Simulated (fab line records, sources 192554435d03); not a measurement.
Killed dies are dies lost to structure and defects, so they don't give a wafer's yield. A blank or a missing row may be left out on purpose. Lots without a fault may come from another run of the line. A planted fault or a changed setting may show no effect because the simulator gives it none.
Chamber matching | flow n5_finfet | N5_DUMMY_GATE_ETCH_32 on rie_si-03: 4 sister chambers
The step etches SiO2 in CF4, target depth 3.5 nm, time 3.9 s. 30 wafers are shown with their chamber, then 12 later ones without.

WAFERS WITH THEIR CHAMBER
wafer  | chamber | drypump_motor_current_A (A) | throttle_valve_pct (%) | oes_product_au (a.u.)
L074.3 | 2       | 6.0                         | 21.54                  | 1.023
L074.5 | 1       | 6.0                         | 21.78                  | 1.025
L074.6 | 0       | 5.9                         | 21.59                  | 1.008
L075.3 | 0       | 5.9                         | 21.57                  | 0.997
L075.4 | 3       | 5.3                         | 21.53                  | 1.031
L075.6 | 2       | 6.0                         | 21.57                  | 1.023
L079.1 | 1       | 6.0                         | 21.77                  | 1.022
L079.3 | 2       | 6.1                         | 21.54                  | 1.016
L079.5 | 3       | 5.3                         | 21.54                  | 1.038
L082.1 | 2       | 6.0                         | 21.56                  | 1.021
L082.2 | 3       | 5.3                         | 21.53                  | 1.039
L082.3 | 1       | 6.0                         | 21.78                  | 1.027
L084.3 | 1       | 6.0                         | 21.79                  | 1.030
L084.4 | 0       | 5.9                         | 21.58                  | 0.990
L084.6 | 0       | 5.9                         | 21.58                  | 0.991
L086.2 | 3       | 5.3                         | 21.51                  | 1.039
L086.3 | 1       | 6.0                         | 21.77                  | 1.027
L086.5 | 2       | 6.0                         | 21.55                  | 1.015
L088.1 | 0       | 5.8                         | 21.59                  | 0.980
L088.3 | 1       | 6.0                         | 21.78                  | 1.026
L088.5 | 3       | 5.3                         | 21.52                  | 1.038
L089.1 | 2       | 6.0                         | 21.56                  | 1.031
L089.5 | 2       | 6.0                         | 21.55                  | 1.019
L089.6 | 1       | 6.0                         | 21.78                  | 1.037
L090.2 | 3       | 5.3                         | 21.53                  | 1.041
L090.5 | 2       | 6.1                         | 21.55                  | 1.011
L090.6 | 3       | 5.3                         | 21.53                  | 1.046
L093.2 | 0       | 5.9                         | 21.59                  | 0.987
L093.4 | 3       | 5.3                         | 21.53                  | 1.040
L093.5 | 0       | 5.9                         | 21.59                  | 0.979

SIGNATURES (means of the wafers above)
reading                 | chamber 0 | chamber 1 | chamber 2 | chamber 3 | scatter within a chamber
drypump_motor_current_A | 5.886     | 6.000     | 6.025     | 5.300     | 0.0301
throttle_valve_pct      | 21.5843   | 21.7786   | 21.5525   | 21.5275   | 0.00868
oes_product_au          | 0.99029   | 1.02771   | 1.01987   | 1.03900   | 0.00657
Rule: a wafer's distance from a chamber is the root of the sum, over the readings, of the square of ((its reading less the chamber's mean) divided by the reading's scatter). The wafer belongs to the nearest chamber; if the next one is less than 2 further off, it can't be placed. The scatter: the root of (the sum of the squares of (reading less its chamber's mean) over the shown wafers, divided by (wafers less chambers)).

WAFERS WITHOUT THEIR CHAMBER
wafer  | drypump_motor_current_A (A) | throttle_valve_pct (%) | oes_product_au (a.u.)
L094.1 | 6.0                         | 21.78                  | 1.020
L094.2 | 5.9                         | 21.58                  | 0.985
L094.3 | 6.0                         | 21.55                  | 1.020
L095.2 | 5.3                         | 21.53                  | 1.042
L095.3 | 6.1                         | 21.55                  | 1.028
L095.5 | 6.1                         | 21.55                  | 1.021
L096.2 | 5.9                         | 21.58                  | 0.992
L096.4 | 5.3                         | 21.52                  | 1.054
L096.5 | 6.0                         | 21.77                  | 1.021
L097.1 | 5.9                         | 21.60                  | 0.996
L097.3 | 6.0                         | 21.77                  | 1.028
L097.5 | 6.1                         | 21.55                  | 1.019

WHICH CHAMBER EACH WENT THROUGH
wafer  | from the rows above | in truth
L094.1 | 1                   | 1
L094.2 | 0                   | 0
L094.3 | 2                   | 2
L095.2 | 3                   | 3
L095.3 | 2                   | 2
L095.5 | 2                   | 2
L096.2 | 0                   | 0
L096.4 | 3                   | 3
L096.5 | 1                   | 1
L097.1 | 0                   | 0
L097.3 | 1                   | 1
L097.5 | 2                   | 2
Placed correctly: 12 of 12. Can't be placed from these rows: 0. Placed wrongly: 0.
